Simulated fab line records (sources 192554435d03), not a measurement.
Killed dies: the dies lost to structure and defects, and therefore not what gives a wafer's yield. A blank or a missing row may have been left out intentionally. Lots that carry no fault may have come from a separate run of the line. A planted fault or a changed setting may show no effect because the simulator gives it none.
fab line records	flow n5_finfet	part 1 of 2: steps 1 to 4 of 6
record lots=24	wafers=72	last_day=18
route steps=1938 shown ZERO_LAYER@13 WELL_APT@31 FIN_SAQP@99
lots that met no fault: taken from a fault-free run of the same line
start_h: hours from the record's opening day to when the first of the lot's shown wafers began	wait_h: hours since the lot's step before	" identical to the entry in the row above	L1.1+2: one row covering several wafers at once	- no value, or no start given	* or withheld: withheld	< > ~ a bound
route shown NAME@n: names a module that has steps shown in the file, with the first one's number in the route	usual: the fault-free wafers' mean and standard deviation	same: alike in all rows	chamber/n: place in a boat	sites: readings site by site	_std_site: standard deviation of those values	_edge_site: mean of outer sites minus mean of inner sites	radius_mm: how far each site lies from the wafer's centre	mask NAME#n: copy n	behind: the most recent tool/chamber to have shaped the wafer	hold: what put the lot on hold/how long, in hours/how the hold closed	device: the transistor (n, p or np) that didn't switch	end of line: tests of these same wafers at the route's end	a step with no rows: only its recipe	killed: not the wafer's yield, but the dies lost to structure and defects at the first sort	map: dies across one wafer; x = killed, . = not, _ = none there
set.NAME: the setting that was run; set.NAME@STEP: the one run at that earlier step	model.NAME: the simulator's own value behind a step, which no gauge read
route steps across a sampled set of lots; one table per step, one row per wafer
services: a tool's chamber out of use, with start hour (start_h, from the record's first day; less than 0 if before it), hours out, and reason
## steps
# step N5_ZERO_LAYER_CD_MEAS_11
# recipe target_cd_nm=2000	landing_energy_ev=500	detector=se_inlens
# usual cd_nm=2000.3/1.8
lot.wafer	tool	chamber	start_h	wait_h	cd_nm
L074.2	cd_sem-01	0	12.96	-	2000.1
L074.3	"	0	"	"	2002.3
L074.4	"	0	"	"	2000.9
L075.1	cd_sem-01	0	18.77	-	2002.6
L075.3	"	0	"	"	1998.6
L075.5	"	0	"	"	2002.9
L076.1	cd_sem-03	0	24.66	-	2002.4
L076.2	"	0	"	"	2000.4
L076.5	"	0	"	"	2000.4
L077.1	cd_sem-03	0	30.64	-	2000.5
L077.2	"	0	"	"	2002.7
L077.3	"	0	"	"	1997.2
L078.3	cd_sem-03	0	36.67	-	2000.7
L078.5	"	0	"	"	1999.4
L078.6	"	0	"	"	2003.3
L079.1	cd_sem-03	0	42.66	-	2001.2
L079.4	"	0	"	"	1995.4
L079.6	"	0	"	"	2000.6
L080.2	cd_sem-01	0	48.70	-	1999.6
L080.4	"	0	"	"	2002.9
L080.5	"	0	"	"	2000.5
L081.1	cd_sem-03	0	54.65	-	1999.9
L081.2	"	0	"	"	1999.9
L081.3	"	0	"	"	2002.4
L082.1	cd_sem-01	0	60.64	-	2000.4
L082.3	"	0	"	"	2002.5
L082.6	"	0	"	"	1997.6
L083.2	cd_sem-01	0	66.77	-	1996.9
L083.5	"	0	"	"	2001.0
L083.6	"	0	"	"	2001.6
L084.3	cd_sem-01	0	72.77	-	2002.1
L084.5	"	0	"	"	2002.9
L084.6	"	0	"	"	2001.4
L085.1	cd_sem-02	0	78.66	-	2001.0
L085.2	"	0	"	"	2001.2
L085.5	"	0	"	"	2003.0
L086.1	cd_sem-01	0	84.65	-	1999.1
L086.3	"	0	"	"	1998.5
L086.4	"	0	"	"	2002.3
L087.2	cd_sem-01	0	90.64	-	2001.9
L087.3	"	0	"	"	1998.5
L087.4	"	0	"	"	2000.8
L088.2	cd_sem-02	0	96.64	-	1999.9
L088.5	"	0	"	"	2002.1
L088.6	"	0	"	"	2001.4
L089.2	cd_sem-02	0	102.66	-	1999.3
L089.3	"	0	"	"	1998.6
L089.6	"	0	"	"	2002.1
L090.1	cd_sem-01	0	108.77	-	2001.6
L090.2	"	0	"	"	2001.7
L090.3	"	0	"	"	2001.0
L091.2	cd_sem-02	0	114.77	-	1999.8
L091.4	"	0	"	"	2002.0
L091.5	"	0	"	"	2001.7
L092.1	cd_sem-02	0	120.77	-	1998.3
L092.4	"	0	"	"	1999.7
L092.6	"	0	"	"	1998.9
L093.1	cd_sem-02	0	126.66	-	1998.3
L093.3	"	0	"	"	2001.9
L093.5	"	0	"	"	2000.4
L094.1	cd_sem-02	0	132.77	-	2000.8
L094.2	"	0	"	"	2001.5
L094.5	"	0	"	"	2002.8
L095.2	cd_sem-03	0	138.65	-	1997.7
L095.3	"	0	"	"	1999.7
L095.5	"	0	"	"	2001.5
L096.2	cd_sem-01	0	144.64	-	1996.2
L096.4	"	0	"	"	1998.3
L096.6	"	0	"	"	1995.4
L097.2	cd_sem-01	0	150.64	-	2002.3
L097.3	"	0	"	"	2002.6
L097.6	"	0	"	"	2000.5
# step N5_ZERO_LAYER_DESCUM_16
# recipe chemistry=O2	time_s=7.9	source_power_w=50	bias_power_w=20	pressure_mtorr=20	rf_frequency_hz=2.712e+07	temp_c=40	o2_flow_sccm=225
# usual drypump_motor_current_A=5.8/0.41	oes_product_au=0.78/0.069	rf_vpp_V=243.4/1.4	showerhead_plenum_p_Torr=2.11/0.071	throttle_valve_pct=20.46/0.2
lot.wafer	tool	chamber	start_h	wait_h	drypump_motor_current_A	oes_product_au	rf_hours_counter_h	rf_vpp_V	showerhead_plenum_p_Torr	throttle_valve_pct
L074.2	rie_diel-02	0	13.00	0.0	5.7	0.79	106	242.8	2.11	20.21
L074.3	"	3	"	"	5.9	0.74	143	242.2	2.02	20.45
L074.4	"	2	"	"	4.9	0.78	134	243.8	2.08	20.15
L075.1	rie_diel-01	1	18.81	0.0	6.5	0.68	248	243.8	2.14	20.57
L075.3	"	2	"	"	6.0	0.77	132	243.0	2.16	20.37
L075.5	"	2	"	"	5.9	0.77	-	245.4	2.17	20.37
L076.1	rie_diel-02	0	24.70	0.0	5.7	0.79	110	244.7	2.11	20.22
L076.2	"	2	"	"	5.0	0.78	137	243.5	2.08	20.15
L076.5	"	3	"	"	5.9	0.74	-	240.6	2.02	20.45
L077.1	rie_diel-01	2	30.68	0.0	6.0	0.76	137	245.7	2.16	20.37
L077.2	"	3	"	"	5.0	0.76	148	243.6	2.03	20.51
L077.3	"	0	"	"	6.0	0.82	101	242.6	2.05	20.72
L078.3	rie_diel-05	3	36.97	0.3	5.6	0.75	176	244.9	2.18	20.50
L078.5	"	3	"	"	5.6	0.75	-	244.0	2.18	20.50
L078.6	"	0	"	"	5.9	0.90	-	244.9	2.21	20.34
L079.1	rie_diel-01	0	42.76	0.1	6.0	0.82	107	242.4	2.04	20.73
L079.4	"	2	"	"	6.0	0.75	-	243.9	2.16	20.39
L079.6	"	0	"	"	6.0	0.82	-	241.7	2.04	20.73
L080.2	rie_diel-02	1	48.85	0.2	6.1	0.75	159	243.6	2.18	20.43
L080.4	"	3	"	"	5.9	0.73	156	242.0	2.01	20.46
L080.5	"	0	"	"	5.7	0.78	-	244.2	2.11	20.23
L081.1	rie_diel-01	0	54.69	0.0	6.0	0.81	111	242.8	2.04	20.72
L081.2	"	3	"	"	5.0	0.74	157	241.7	2.02	20.52
L081.3	"	1	"	"	6.5	1.00	3	244.0	2.14	20.20
L082.1	rie_diel-01	0	60.68	0.0	6.0	0.82	112	243.0	2.04	20.71
L082.3	"	2	"	"	5.9	0.75	148	244.5	2.16	20.40
L082.6	"	1	"	"	6.5	1.00	-	244.5	2.14	20.20
L083.2	rie_diel-05	0	66.80	0.0	5.9	0.90	41	245.8	2.21	20.35
L083.5	"	0	"	"	5.9	0.90	-	244.2	2.21	20.37
L083.6	"	3	"	"	5.6	0.75	-	244.0	2.18	20.51
L084.3	rie_diel-02	0	72.80	0.0	5.7	0.78	126	244.0	2.10	20.23
L084.5	"	2	"	"	5.0	0.76	-	242.9	2.08	20.17
L084.6	"	1	"	"	6.1	0.75	-	243.3	2.18	20.42
L085.1	rie_diel-05	2	78.70	0.0	5.6	0.74	182	243.7	2.16	20.32
L085.2	"	1	"	"	5.7	0.75	146	243.2	2.01	20.84
L085.5	"	0	"	"	5.9	0.88	-	246.6	2.21	20.35
L086.1	rie_diel-01	0	84.69	0.0	6.0	0.81	119	242.0	2.04	20.73
L086.3	"	2	"	"	5.9	0.75	155	245.5	2.16	20.41
L086.4	"	1	"	"	6.5	0.96	-	245.0	2.14	20.23
L087.2	rie_diel-02	0	90.68	0.0	5.8	0.77	132	244.2	2.10	20.26
L087.3	"	1	"	"	6.2	0.74	171	244.5	2.18	20.43
L087.4	"	3	"	"	5.9	0.73	169	242.8	2.01	20.48
L088.2	rie_diel-01	0	96.68	0.0	6.1	0.80	123	240.8	2.04	20.74
L088.5	"	1	"	"	6.5	0.96	-	243.9	2.14	20.23
L088.6	"	0	"	"	6.1	0.81	-	243.1	2.04	20.75
L089.2	rie_diel-05	2	102.70	0.0	5.6	0.74	189	244.0	2.16	20.31
L089.3	"	3	"	"	5.6	0.74	195	242.1	2.18	20.52
L089.6	"	0	"	"	5.8	0.87	-	246.1	2.20	20.38
L090.1	rie_diel-05	1	108.80	0.0	5.7	0.74	153	241.3	2.01	20.83
L090.2	"	0	"	"	5.8	0.86	53	245.0	2.20	20.38
L090.3	"	3	"	"	5.6	0.73	196	245.0	2.18	20.52
L091.2	rie_diel-05	3	114.81	0.0	5.6	0.73	199	244.4	2.17	20.55
L091.4	"	0	"	"	5.9	0.86	55	245.2	2.20	20.37
L091.5	"	0	"	"	5.8	0.86	-	245.8	2.20	20.40
L092.1	rie_diel-01	3	121.03	0.3	5.0	0.72	176	239.9	2.02	20.57
L092.4	"	0	"	"	6.0	0.79	131	240.8	2.04	20.77
L092.6	"	3	"	"	5.0	0.73	-	240.0	2.02	20.55
L093.1	rie_diel-05	0	126.97	0.3	5.9	0.86	58	245.0	2.20	20.37
L093.3	"	1	"	"	5.7	0.73	159	242.3	2.01	20.85
L093.5	"	3	"	"	5.6	0.72	-	244.3	2.17	20.54
L094.1	rie_diel-05	1	132.80	0.0	5.7	0.72	159	243.0	2.01	20.85
L094.2	"	0	"	"	5.9	0.85	59	244.0	2.20	20.38
L094.5	"	2	"	"	5.6	0.73	-	244.9	2.16	20.31
L095.2	rie_diel-05	3	138.86	0.2	5.6	0.73	205	244.6	2.17	20.55
L095.3	"	0	"	"	5.9	0.86	61	243.6	2.20	20.38
L095.5	"	0	"	"	5.9	0.86	-	244.7	2.20	20.38
L096.2	rie_diel-02	3	144.79	0.1	5.9	0.72	187	241.5	2.00	20.50
L096.4	"	0	"	"	5.8	0.75	151	242.3	2.10	20.29
L096.6	"	2	"	"	5.0	0.74	-	240.8	2.07	20.20
L097.2	rie_diel-02	0	150.68	0.0	5.7	0.74	153	244.0	2.09	20.28
L097.3	"	2	"	"	4.9	0.74	179	242.9	2.07	20.22
L097.6	"	3	"	"	5.9	0.70	-	241.9	2.00	20.51
# step N5_WELL_APT_DESCUM_13
# recipe chemistry=O2	time_s=7.9	source_power_w=50	bias_power_w=20	pressure_mtorr=20	rf_frequency_hz=2.712e+07	temp_c=40	o2_flow_sccm=225
# usual drypump_motor_current_A=5.6/0.64	oes_product_au=0.80/0.1	rf_vpp_V=242.4/1	showerhead_plenum_p_Torr=2.04/0.05	throttle_valve_pct=20.48/0.2
lot.wafer	tool	chamber	start_h	wait_h	drypump_motor_current_A	oes_product_au	rf_hours_counter_h	rf_vpp_V	showerhead_plenum_p_Torr	throttle_valve_pct
L074.2	rie_diel-06	0	14.08	0.0	5.2	0.97	2	242.8	2.05	20.27
L074.3	"	3	"	"	6.7	0.72	211	242.6	2.09	20.80
L074.4	"	2	"	"	5.4	0.76	166	242.9	1.99	20.48
L075.1	rie_diel-06	2	19.90	0.0	5.4	0.76	168	242.0	1.99	20.50
L075.3	"	1	"	"	4.9	0.89	40	241.4	2.03	20.28
L075.5	"	3	"	"	6.7	0.72	-	242.5	2.09	20.82
L076.1	rie_diel-03	3	25.77	0.1	6.5	0.69	224	241.9	1.98	20.49
L076.2	"	1	"	"	6.6	0.72	168	242.3	1.99	20.53
L076.5	"	0	"	"	5.0	0.68	-	244.1	2.17	21.05
L077.1	rie_diel-04	3	31.65	0.0	5.6	0.96	8	242.2	2.08	20.66
L077.2	"	0	"	"	5.5	0.80	88	243.1	2.02	20.31
L077.3	"	2	"	"	5.8	0.72	172	242.5	2.07	20.45
L078.3	rie_diel-04	0	38.06	0.0	5.5	0.80	90	243.2	2.02	20.31
L078.5	"	3	"	"	5.7	0.97	-	243.4	2.08	20.65
L078.6	"	0	"	"	5.5	0.80	-	241.9	2.02	20.32
L079.1	rie_diel-06	0	43.78	0.1	5.2	0.93	14	242.3	2.04	20.28
L079.4	"	2	"	"	5.4	0.76	176	241.0	1.99	20.51
L079.6	"	0	"	"	5.2	0.93	-	242.8	2.04	20.30
L080.2	rie_diel-03	1	49.82	0.0	6.5	0.72	177	241.4	1.99	20.55
L080.4	"	3	"	"	6.5	0.69	234	241.2	1.97	20.49
L080.5	"	2	"	"	4.8	0.70	-	241.0	2.08	20.48
L081.1	rie_diel-06	2	56.09	0.2	5.4	0.76	179	242.1	1.99	20.50
L081.2	"	0	"	"	5.1	0.92	17	241.9	2.04	20.29
L081.3	"	1	"	"	4.8	0.88	51	243.7	2.02	20.29
L082.1	rie_diel-03	3	61.77	0.0	6.5	0.69	239	240.5	1.97	20.51
L082.3	"	2	"	"	4.8	0.70	249	241.6	2.08	20.47
L082.6	"	2	"	"	4.8	0.70	-	243.2	2.08	20.49
L083.2	rie_diel-03	1	67.92	0.1	6.6	0.72	185	241.4	1.98	20.56
L083.5	"	3	"	"	6.5	0.68	-	241.2	1.97	20.50
L083.6	"	2	"	"	4.8	0.69	-	243.7	2.08	20.49
L084.3	rie_diel-03	1	73.77	0.0	6.6	0.72	186	240.7	1.98	20.55
L084.5	"	3	"	"	6.5	0.68	-	241.7	1.97	20.50
L084.6	"	1	"	"	6.6	0.71	-	241.9	1.98	20.56
L085.1	rie_diel-04	3	79.67	0.0	5.7	0.94	28	241.9	2.07	20.68
L085.2	"	0	"	"	5.5	0.78	109	242.8	2.01	20.34
L085.5	"	2	"	"	5.9	0.71	-	242.9	2.06	20.45
L086.1	rie_diel-04	0	85.83	0.1	5.5	0.78	111	242.8	2.01	20.35
L086.3	"	2	"	"	5.9	0.71	190	242.6	2.06	20.48
L086.4	"	1	"	"	6.1	0.91	20	243.3	2.07	20.31
L087.2	rie_diel-06	0	91.70	0.1	5.1	0.89	30	242.9	2.04	20.30
L087.3	"	1	"	"	4.8	0.86	63	242.3	2.02	20.30
L087.4	"	2	"	"	5.4	0.74	191	241.6	1.98	20.54
L088.2	rie_diel-06	1	97.96	0.3	4.8	0.86	64	241.8	2.02	20.30
L088.5	"	0	"	"	5.2	0.89	-	243.2	2.04	20.32
L088.6	"	1	"	"	4.8	0.86	-	243.0	2.02	20.30
L089.2	rie_diel-06	1	104.02	0.4	4.8	0.85	65	241.0	2.02	20.29
L089.3	"	2	"	"	5.4	0.74	194	242.1	1.98	20.53
L089.6	"	0	"	"	5.2	0.89	-	242.1	2.04	20.33
L090.1	rie_diel-06	3	109.96	0.1	6.7	0.70	242	242.9	2.08	20.84
L090.2	"	1	"	"	4.8	0.86	68	243.0	2.02	20.32
L090.3	"	2	"	"	5.4	0.74	197	241.5	1.98	20.53
L091.2	rie_diel-03	0	115.77	0.0	5.0	0.94	17	244.4	2.16	20.62
L091.4	"	0	"	"	5.0	0.94	-	244.0	2.16	20.62
L091.5	"	2	"	"	4.8	0.97	-	241.9	2.07	20.08
L092.1	rie_diel-04	3	122.28	0.2	5.6	0.90	43	242.2	2.07	20.70
L092.4	"	3	"	"	5.7	0.90	-	243.0	2.07	20.71
L092.6	"	2	"	"	5.8	0.70	-	243.1	2.06	20.50
L093.1	rie_diel-04	3	128.10	0.0	5.6	0.90	46	243.0	2.07	20.69
L093.3	"	0	"	"	5.5	0.76	126	240.9	2.00	20.35
L093.5	"	2	"	"	5.8	0.70	-	242.5	2.05	20.51
L094.1	rie_diel-03	2	134.02	0.0	4.8	0.95	14	241.7	2.07	20.09
L094.2	"	3	"	"	6.5	0.97	4	246.2	2.23	20.07
L094.5	"	3	"	"	6.5	0.98	-	245.7	2.23	20.05
L095.2	rie_diel-04	0	140.20	0.3	5.5	0.76	131	241.2	2.00	20.37
L095.3	"	2	"	"	5.8	0.70	212	242.9	2.05	20.49
L095.5	"	0	"	"	5.5	0.77	-	241.7	2.00	20.38
L096.2	rie_diel-06	0	145.89	0.0	5.2	0.86	49	242.7	2.03	20.34
L096.4	"	2	"	"	5.4	0.72	-	241.2	1.97	20.56
L096.6	"	1	"	"	4.9	0.83	-	244.2	2.01	20.32
L097.2	rie_diel-04	3	151.80	0.0	5.7	0.88	54	241.7	2.06	20.72
L097.3	"	1	"	"	6.1	0.87	40	242.7	2.06	20.33
L097.6	"	3	"	"	5.6	0.88	-	242.1	2.06	20.71
# step N5_WELL_APT_CD_MEAS_25
# recipe target_cd_nm=200	landing_energy_ev=500	detector=se_inlens
# usual cd_nm=199.9/2.1
lot.wafer	tool	chamber	start_h	wait_h	cd_nm
L074.2	cd_sem-02	0	15.27	-	196.8
L074.3	"	0	"	"	199.1
L074.4	"	0	"	"	198.4
L075.1	cd_sem-02	0	20.94	-	200.6
L075.3	"	0	"	"	199.3
L075.5	"	0	"	"	197.1
L076.1	cd_sem-03	0	26.93	-	198.1
L076.2	"	0	"	"	199.5
L076.5	"	0	"	"	202.3
L077.1	cd_sem-02	0	32.68	-	202.8
L077.2	"	0	"	"	199.1
L077.3	"	0	"	"	199.2
L078.3	cd_sem-02	0	39.26	-	198.6
L078.5	"	0	"	"	197.5
L078.6	"	0	"	"	196.4
L079.1	cd_sem-03	0	44.81	-	200.7
L079.4	"	0	"	"	196.5
L079.6	"	0	"	"	200.6
L080.2	cd_sem-02	0	50.98	-	201.5
L080.4	"	0	"	"	200.0
L080.5	"	0	"	"	203.1
L081.1	cd_sem-01	0	57.14	-	200.0
L081.2	"	0	"	"	196.9
L081.3	"	0	"	"	198.8
L082.1	cd_sem-03	0	63.05	-	201.6
L082.3	"	0	"	"	199.9
L082.6	"	0	"	"	199.0
L083.2	cd_sem-01	0	68.95	-	201.5
L083.5	"	0	"	"	202.2
L083.6	"	0	"	"	201.6
L084.3	cd_sem-03	0	74.80	-	201.5
L084.5	"	0	"	"	200.8
L084.6	"	0	"	"	202.6
L085.1	cd_sem-03	0	80.87	-	202.0
L085.2	"	0	"	"	199.1
L085.5	"	0	"	"	200.9
L086.1	cd_sem-02	0	87.00	-	205.3
L086.3	"	0	"	"	202.5
L086.4	"	0	"	"	204.4
L087.2	cd_sem-01	0	92.87	-	200.4
L087.3	"	0	"	"	205.4
L087.4	"	0	"	"	202.0
L088.2	cd_sem-02	0	98.99	-	201.6
L088.5	"	0	"	"	201.8
L088.6	"	0	"	"	197.5
L089.2	cd_sem-02	0	105.18	-	198.3
L089.3	"	0	"	"	195.0
L089.6	"	0	"	"	195.4
L090.1	cd_sem-01	0	111.01	-	198.1
L090.2	"	0	"	"	202.2
L090.3	"	0	"	"	198.8
L091.2	cd_sem-02	0	116.81	-	198.0
L091.4	"	0	"	"	200.4
L091.5	"	0	"	"	199.2
L092.1	cd_sem-03	0	123.32	-	200.5
L092.4	"	0	"	"	198.6
L092.6	"	0	"	"	198.4
L093.1	cd_sem-03	0	129.27	-	202.1
L093.3	"	0	"	"	201.4
L093.5	"	0	"	"	201.9
L094.1	cd_sem-03	0	135.08	-	198.1
L094.2	"	0	"	"	202.6
L094.5	"	0	"	"	199.4
L095.2	cd_sem-02	0	141.23	-	202.4
L095.3	"	0	"	"	200.6
L095.5	"	0	"	"	202.5
L096.2	cd_sem-02	0	146.92	-	197.7
L096.4	"	0	"	"	198.1
L096.6	"	0	"	"	197.5
L097.2	cd_sem-03	0	152.83	-	199.5
L097.3	"	0	"	"	196.1
L097.6	"	0	"	"	196.0
